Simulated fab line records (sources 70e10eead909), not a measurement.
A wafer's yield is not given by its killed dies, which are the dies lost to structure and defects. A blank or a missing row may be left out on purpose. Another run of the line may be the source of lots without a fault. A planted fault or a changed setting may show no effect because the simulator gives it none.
Matching of chambers | flow nandHarc | 4 sister chambers for NHARC_A_CHANNEL_HOLE_D1_DESCUM_15 on rieDiel-05
The step chemistry O2, time 3 s. 8 wafers are shown with their chamber, then 8 later ones without.

== WAFERS, EACH WITH ITS CHAMBER ==
wafer  | chamber | oesProductAu (a.u.) | throttleValvePct (%)
L078.3 | 3       | 1.017               | 11.296
L078.6 | 0       | 1.009               | 11.316
L081.6 | 0       | 1.007               | 11.294
L082.1 | 2       | 1.002               | 11.326
L082.4 | 3       | 1.024               | 11.302
L088.4 | 2       | 1.004               | 11.316
L088.5 | 1       | 1.002               | 11.329
L090.1 | 1       | 1.001               | 11.309

== WAFERS WITHOUT THEIR CHAMBER ==
wafer  | oesProductAu (a.u.) | throttleValvePct (%)
L090.3 | 1.014               | 11.322
L090.6 | 1.003               | 11.319
L095.1 | 1.008               | 11.308
L095.2 | 0.994               | 11.311
L095.4 | 0.994               | 11.313
L097.1 | 0.995               | 11.311
L097.4 | 1.015               | 11.326
L097.6 | 0.997               | 11.317

== WHICH CHAMBER EACH WENT THROUGH ==
wafer  | from the rows above               | in truth
L090.3 | can't be placed: 0 or 3 or 2 or 1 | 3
L090.6 | can't be placed: 2 or 1           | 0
L095.1 | can't be placed: 0 or 2           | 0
L095.2 | can't be placed: 1 or 2           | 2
L095.4 | can't be placed: 1 or 2           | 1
L097.1 | can't be placed: 1 or 2           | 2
L097.4 | can't be placed: 3 or 0 or 2 or 1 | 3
L097.6 | can't be placed: 1 or 2           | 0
0 of 8 placed correctly. These rows do not allow placing 8 (true chamber among the candidates in 6). 0 placed wrongly.
How it was worked out, from the rows above alone: a wafer's distance from a chamber is the root of the sum, over the readings, of the square of ((its reading less the chamber's mean) divided by the reading's scatter). If the next closest chamber is less than 2 further off than the closest, the wafer can't be placed; otherwise it belongs to the closest. Each chamber's mean is taken over the wafers shown for it. The scatter: the root of (the sum of the squares of (reading less its chamber's mean) over the shown wafers, divided by (wafers less chambers)).
